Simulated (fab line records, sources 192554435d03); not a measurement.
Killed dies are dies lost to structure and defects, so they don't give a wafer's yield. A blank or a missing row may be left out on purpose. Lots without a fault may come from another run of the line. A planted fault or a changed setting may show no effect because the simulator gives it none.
Which tool did it? | flow n5_finfet | 8 lots, 22 wafers sampled, at 1 step of a route of 1938

WHAT THE GAUGES READ, wafer by wafer
N5_BEOL_M4_RC_MEAS_101.
lot  | measured     | on        | DIBL_N (mV/V)
L324 | day 9 01:02  | prober-01 | 34.2 34.4
L322 | day 9 12:31  | prober-02 | 39.2 39.5
L326 | day 9 21:43  | prober-01 | 38.0 38.1 36.9
L328 | day 10 21:35 | prober-01 | 36.3 36.0 35.0
L338 | day 13 19:34 | prober-01 | 33.3 33.8 35.5
L341 | day 13 20:02 | prober-01 | 37.5 36.0 35.6
L342 | day 14 21:52 | prober-01 | 33.3 37.5 36.8
L343 | day 15 11:43 | prober-01 | 36.4 34.1 34.1

WHICH TOOL RAN EACH LOT (tool, then ch and the chambers of the sampled wafers, then the start)
The record holds no process step before these readings.

THE ANSWER, worked out from the rows above alone
Rule: what is usual is taken from the lots themselves. Put in order of their means at a reading, lots are off if they are a third of the lots or fewer, leave a main group of 4 or more, and stand apart from it by a gap of 3 or more times the standard deviation of the main group's means; of several such gaps the widest counts. A main group whose means are all the same, to the digits that the tables above print for the reading, isn't used. A lot without any number at a reading at which 4 lots or more have one is off too. The other lots that the step has rows for count as sound.
No lot is off at any reading shown: from this, nothing can be told.

WHAT THE SIMULATOR HAD PUT IN
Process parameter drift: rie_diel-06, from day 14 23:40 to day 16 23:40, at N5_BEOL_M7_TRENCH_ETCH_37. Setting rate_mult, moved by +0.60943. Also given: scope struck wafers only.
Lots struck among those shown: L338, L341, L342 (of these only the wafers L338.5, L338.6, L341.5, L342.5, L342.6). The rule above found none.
